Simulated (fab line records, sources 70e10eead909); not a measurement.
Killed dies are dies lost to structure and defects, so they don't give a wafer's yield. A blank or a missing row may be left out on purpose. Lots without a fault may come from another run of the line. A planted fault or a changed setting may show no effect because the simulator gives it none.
Which tool did it? | flow nand_harc | 15 lots, 45 wafers sampled, at 4 steps of a route of 1159

WHAT THE GAUGES READ, wafer by wafer
NHARC_P_BONDPAD_OVL_MEAS_38. Usual: overlay_x_nm 0 nm, standard deviation 4.9; overlay_y_nm 1 nm, standard deviation 5.
lot  | measured     | on         | overlay_x_nm (nm) | overlay_y_nm (nm) | flag
L805 | day 6 07:46  | overlay-01 | 8 8 8             | -6 -7 -6          |
L811 | day 7 17:50  | overlay-01 | - - -             | - - -             | OFF
L812 | day 8 04:58  | overlay-02 | - - -             | - - -             | OFF
L813 | day 8 10:31  | overlay-01 | - - -             | - - -             | OFF
L814 | day 8 19:25  | overlay-02 | 2 2 2             | 4 5 4             |
L815 | day 9 01:10  | overlay-02 | -13 -13 -13       | -2 -1 -1          |
L818 | day 9 15:57  | overlay-02 | -4 -4 -4          | -2 -3 -2          |
L820 | day 10 06:03 | overlay-02 | -3 -3 -2          | 1 1 1             |
L819 | day 10 07:20 | overlay-01 | 4 4 4             | 3 2 2             |
L821 | day 10 18:23 | overlay-02 | 3 3 3             | -1 -1 -1          |
L822 | day 10 19:15 | overlay-02 | 11 12 11          | 3 3 2             |
L824 | day 10 21:52 | overlay-02 | 3 4 4             | -7 -6 -6          |
L823 | day 10 22:59 | overlay-02 | -2 -2 -2          | 4 4 4             |
L826 | day 11 08:56 | overlay-02 | 0 0 -1            | 7 7 8             |
L828 | day 12 00:10 | overlay-02 | -1 -1 -2          | 0 0 0             |

WHICH TOOL RAN EACH LOT (tool, then ch and the chambers of the sampled wafers, then the start)
lot  | NHARC_P_M2_DEP_33               | NHARC_P_BONDPAD_CMP_32        | NHARC_P_BONDPAD_EXPOSE_06
L805 | pecvd-03 ch 0,1,2, day 6 06:11  | cmp-02 ch 0,1, day 6 07:01    | krf_scanner-01 ch 0, day 6 07:32
L811 | pecvd-03 ch 0,2, day 7 16:07    | cmp-02 ch 0,1,3, day 7 16:56  | krf_scanner-04, day 7 17:36
L812 | pecvd-01 ch 0,1,2, day 8 03:16  | cmp-03 ch 0,1,2, day 8 04:05  | krf_scanner-01, day 8 04:43
L813 | pecvd-03 ch 0,2, day 8 08:58    | cmp-03 ch 0,1,2, day 8 09:44  | krf_scanner-01, day 8 10:17
L814 | pecvd-04 ch 0,2, day 8 17:40    | cmp-01 ch 1,2,3, day 8 18:32  | krf_scanner-04 ch 0, day 8 19:10
L815 | pecvd-04 ch 0,2, day 8 23:32    | cmp-01 ch 0,1,3, day 9 00:18  | krf_scanner-03 ch 0, day 9 00:56
L818 | pecvd-01 ch 0,1, day 9 13:56    | cmp-01 ch 0,1,2, day 9 15:02  | krf_scanner-01 ch 0, day 9 15:43
L820 | pecvd-01 ch 0,1, day 10 04:21   | cmp-01 ch 0,1,2, day 10 05:08 | krf_scanner-01 ch 0, day 10 05:49
L819 | pecvd-04 ch 0,1,2, day 10 05:40 | cmp-01 ch 0,2,3, day 10 06:36 | krf_scanner-01 ch 0, day 10 07:05
L821 | pecvd-03 ch 2, day 10 16:34     | cmp-03 ch 1,2, day 10 17:28   | krf_scanner-03 ch 0, day 10 18:08
L822 | pecvd-03 ch 0,2, day 10 17:28   | cmp-01 ch 1,2, day 10 18:20   | krf_scanner-01 ch 0, day 10 19:01
L824 | pecvd-03 ch 0,2, day 10 20:01   | cmp-01 ch 1,2,3, day 10 20:58 | krf_scanner-04 ch 0, day 10 21:38
L823 | pecvd-03 ch 1,2, day 10 21:16   | cmp-02 ch 0,1, day 10 22:05   | krf_scanner-01 ch 0, day 10 22:44
L826 | pecvd-04 ch 0,1,2, day 11 07:20 | cmp-03 ch 1,2,3, day 11 08:12 | krf_scanner-01 ch 0, day 11 08:43
L828 | pecvd-01 ch 1,2, day 11 22:27   | cmp-01 ch 0,1,2, day 11 23:18 | krf_scanner-03 ch 0, day 11 23:56
- NHARC_P_M2_DEP_33: deposits SiCN, target thk 30 nm.
- NHARC_P_BONDPAD_CMP_32: polishes SiCN, target thk 200 nm.
- NHARC_P_BONDPAD_EXPOSE_06: exposes mask P BPAD.

WHAT THE TOOLS THEMSELVES READ (means of the sampled wafers that have a number; where no wafer has one, the mark that the record gives instead)
NHARC_P_M2_DEP_33. Usual: heater_power_w 570 W, standard deviation 62.
lot  | tool     | heater_power_w (W) | flag
L805 | pecvd-03 | 530                |
L811 | pecvd-03 | 558                |
L812 | pecvd-01 | 549                |
L813 | pecvd-03 | 555                |
L814 | pecvd-04 | 633                |
L815 | pecvd-04 | 648                |
L818 | pecvd-01 | 576                |
L820 | pecvd-01 | 606                |
L819 | pecvd-04 | 558                |
L821 | pecvd-03 | 611                |
L822 | pecvd-03 | 509                |
L824 | pecvd-03 | 569                |
L823 | pecvd-03 | 630                |
L826 | pecvd-04 | 593                |
L828 | pecvd-01 | 591                |

NHARC_P_BONDPAD_CMP_32. Usual: motor_current_A 12.2 A, standard deviation 1.4.
lot  | tool   | motor_current_A (A) | flag
L805 | cmp-02 | 13.2                |
L811 | cmp-02 | 12.4                |
L812 | cmp-03 | 11.7                |
L813 | cmp-03 | 11.6                |
L814 | cmp-01 | 11.5                |
L815 | cmp-01 | 12.3                |
L818 | cmp-01 | 11.5                |
L820 | cmp-01 | 11.3                |
L819 | cmp-01 | 11.8                |
L821 | cmp-03 | 11.7                |
L822 | cmp-01 | 11.0                |
L824 | cmp-01 | 11.9                |
L823 | cmp-02 | 13.3                |
L826 | cmp-03 | 12.8                |
L828 | cmp-01 | 11.5                |

NHARC_P_BONDPAD_EXPOSE_06. Usual: exposure_dose_mJ_cm2 37.04, standard deviation 0.043; focus_offset_nm 0.0 nm, standard deviation 0.53.
lot  | tool           | exposure_dose_mJ_cm2 | focus_offset_nm (nm) | flag
L805 | krf_scanner-01 | 37.05                | 0.0                  |
L811 | krf_scanner-04 | -                    | -                    | OFF
L812 | krf_scanner-01 | -                    | -                    | OFF
L813 | krf_scanner-01 | -                    | -                    | OFF
L814 | krf_scanner-04 | 37.01                | -0.2                 |
L815 | krf_scanner-03 | 36.98                | -0.3                 |
L818 | krf_scanner-01 | 37.08                | -0.3                 |
L820 | krf_scanner-01 | 37.00                | 0.4                  |
L819 | krf_scanner-01 | 37.12                | -0.5                 |
L821 | krf_scanner-03 | 37.03                | -0.4                 |
L822 | krf_scanner-01 | 37.12                | -0.3                 |
L824 | krf_scanner-04 | 37.04                | 0.3                  |
L823 | krf_scanner-01 | 37.09                | -0.4                 |
L826 | krf_scanner-01 | 37.02                | 0.2                  |
L828 | krf_scanner-03 | 37.03                | 0.1                  |

THE ANSWER, worked out from the rows above alone
Rule: a lot is off if the mean of its wafers that have a number lies more than 3 standard deviations from the usual mean. A lot without any number at a reading at which 4 lots or more have one is off too. The other lots that the step has rows for count as sound. The gauges are gone through in route order, then the tools' own readings, and for those a lot's mean is taken as printed above. The first step at which some lot is off is used, and at that step the reading that is off furthest; a lot without a number counts as furthest.
Off: L811, L812, L813, at NHARC_P_BONDPAD_OVL_MEAS_38 (overlay_x_nm). Without a number there: L811, L812, L813.
A tool fits if, at a process step before that reading, it ran every lot that is off, and no sound lot after the first of them. The gauges at NHARC_P_BONDPAD_OVL_MEAS_38 aren't tried: what is off there is off at NHARC_P_BONDPAD_EXPOSE_06 too, on other tools, and a gauge's error can't cause that. None of those tried fits.

WHAT THE SIMULATOR HAD PUT IN
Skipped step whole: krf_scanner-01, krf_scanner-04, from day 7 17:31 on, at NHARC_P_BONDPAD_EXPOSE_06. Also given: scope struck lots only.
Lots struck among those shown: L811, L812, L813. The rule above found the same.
